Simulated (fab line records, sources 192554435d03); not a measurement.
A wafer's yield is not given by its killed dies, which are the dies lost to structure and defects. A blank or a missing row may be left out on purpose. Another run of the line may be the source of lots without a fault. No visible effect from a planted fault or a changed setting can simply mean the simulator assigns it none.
8D (eight disciplines) problem report, filled in by code + flow n5 finfet + the parts of the form that need people (team, actions taken, sign-off) are left out

1. THE ISSUE
At N5_BEOL_M4_COAT_22, spin speed rpm averages 1628.6 rpm over 12 wafers from 4 lots, while fault-free wafers read 1500.0 rpm, standard deviation 0.9. So: +99 or more standard deviations from the usual mean.
The step: resist thk 30 nm.
First observed at day 10 16:25: wafer L117.3, on litho track-01. Wafers with a number at this step in the record: 27, from 9 lots. Rule for "out" (also "out of limits"): further than 4 standard deviations from the usual mean. The rest of the wafers with a number are treated as sound.

2. WHAT IT IS, AND WHAT IT ISN'T
| question                    | is                     | is not                                                                   |
|-----------------------------|------------------------|--------------------------------------------------------------------------|
| which readings at this step | spin speed rpm         | -                                                                        |
| which lots                  | L117, L118, L119, L121 | L107, L109, L116, L120, L128                                             |
| which wafers of those lots  | all that have a number | -                                                                        |
| read on which tools         | litho track-01         | litho track-04, litho track-05                                           |
| when                        | from day 10 16:25      | up to then (9 sound wafers); but 6 sound wafers of L120, L128 came after |

3. SUSPECTS, AND WHAT RULES EACH OUT
Counting: any tool at a process step up to the reading is kept as a suspect provided that every lot that is out went through it and no sound lot did after the first of them.
- litho track-01 at N5_BEOL_M4_COAT_22 (resist thk 30 nm): kept. It processed each lot that is out, first L117 at day 10 16:25, and no sound lot thereafter; up to then, the last sound lot it processed was L116 at day 10 16:00. Out on those wafers are its own readings of spin speed rpm.
Left after counting: litho track-01 at N5_BEOL_M4_COAT_22.

4. THE CAUSE (what the simulator had put in)
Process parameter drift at N5_BEOL_M4_COAT_22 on litho track-01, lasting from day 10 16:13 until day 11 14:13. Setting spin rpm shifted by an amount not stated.
The count eliminated every tool but this one.

5. THE EFFECT CHAIN, in route order
Rows list readings where the struck wafers' mean (over those with a number) sits beyond 3 standard deviations from the usual. Only readings whose record carries a usual standard deviation are examined. hours: median over the lots of the time between each lot's start at the first step of this table that gives one and its start at this step. sigmas: the change, counted in usual standard deviations.
| hours | step               | reading        | usual      | on struck wafers | change | sigmas      |
|-------|--------------------|----------------|------------|------------------|--------|-------------|
| 0     | N5_BEOL_M4_COAT_22 | spin speed rpm | 1500.0 rpm | 1628.6           | +128.6 | +99 or more |
Process steps it contains:
- N5_BEOL_M4_COAT_22: resist thk 30 nm.
Later measuring or inspecting steps at which every struck wafer that the step has a row for has a number for every such reading, and none has moved that far: N5_BEOL_M4_OVL_MEAS_29, N5_BEOL_M4_RC_MEAS_101.

6. HOW IT WOULD HAVE BEEN CAUGHT EARLIER
0 hours passed between the start of the fault at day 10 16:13 and the first reading out of limits in this record, taken at day 10 16:25.
